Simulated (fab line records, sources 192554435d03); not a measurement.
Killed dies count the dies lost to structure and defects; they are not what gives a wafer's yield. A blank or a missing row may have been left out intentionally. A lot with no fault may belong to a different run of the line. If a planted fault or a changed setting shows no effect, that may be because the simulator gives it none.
Split-lot trial ; flow n5_finfet ; 21 wafers read from 7 lots, route of 1938 steps

## ABOUT THE SPLIT
At N5_SD_EPI_P_COAT_34 (time 60 s, resist thk 350 nm), the setting spin_rpm was moved away from the recipe's 1500 rpm on 8 of the 21 wafers read, by -10.1% to +9.9%. For the rest of the wafers, this setting stayed at what the recipe calls for.

The split's own step is where the reading is taken.

## THE READING
SOC_of_SD_EPI_P_COAT_34.thk_nm (the simulator's own value, which no gauge read), in nm, at N5_SD_EPI_P_COAT_34 (time 60 s, resist thk 350 nm). The file does not state a usual value for it. Average 349.7 nm, standard deviation 1.8 nm, over the 13 wafers here run with the recipe.

wafer;tool, chamber at the split;spin_rpm as run, rpm;against the recipe;SOC_of_SD_EPI_P_COAT_34.thk_nm, nm;against lot-mates on the recipe
L076.1;litho_track-04, 0;1500;recipe;351;-
L076.4;litho_track-04, 0;1500;recipe;351;-
L076.5;litho_track-04, 0;1436;-4.3%;357.8;+6.8
L078.2;litho_track-04, 0;1500;recipe;351;-
L078.5;litho_track-04, 0;1455;-3.0%;357.4;+6.4
L078.6;litho_track-04, 0;1455;-3.0%;357.6;+6.6
L079.2;litho_track-01, 0;1348;-10.1%;372.8;+20.1
L079.3;litho_track-01, 0;1500;recipe;353;-
L079.5;litho_track-01, 0;1500;recipe;352.4;-
L082.2;litho_track-04, 0;1500;recipe;348.2;-
L082.4;litho_track-04, 0;1500;recipe;349.2;-
L082.6;litho_track-04, 0;1500;recipe;349.6;-
L086.1;litho_track-01, 0;1417;-5.5%;359.6;+10.8
L086.5;litho_track-01, 0;1500;recipe;348.8;-
L086.6;litho_track-01, 0;1417;-5.5%;360;+11.2
L089.4;litho_track-04, 0;1648;+9.9%;331.4;-15.2
L089.5;litho_track-04, 0;1648;+9.9%;331.4;-15.2
L089.6;litho_track-04, 0;1500;recipe;346.6;-
L094.2;litho_track-04, 0;1500;recipe;348.2;-
L094.3;litho_track-04, 0;1500;recipe;348.6;-
L094.4;litho_track-04, 0;1500;recipe;348.6;-

FIT RESULTS
A straight line over all 21 wafers: SOC_of_SD_EPI_P_COAT_34.thk_nm changes by -1.99 nm for each +1% of spin_rpm; r = -0.98; the points scatter about the line by 1.8 nm.
The same after taking each lot's own level away (the mean of its wafers on the recipe; 21 wafers): -1.74 nm for each +1%; r = -0.99; scatter 0.94 nm.
Per that fit: largest spin_rpm move, reading shift of 18 nm.
Across the lots, their own levels run from 346.60 to 352.70 nm, a range of 3.4 times the standard deviation given above.
So the lot-to-lot level changes the slope: the two fits differ.
Check: +17.4 nm against its lot-mates is what the line predicts for one of the wafers moved furthest among these (-10.1%) when that wafer is left out of the fit. Against them it came out at +20.1 nm.

## FILE'S OWN FIT
SOC_of_SD_EPI_P_COAT_34.thk_nm changes by -1.8 nm for each +1% of spin_rpm, r = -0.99.
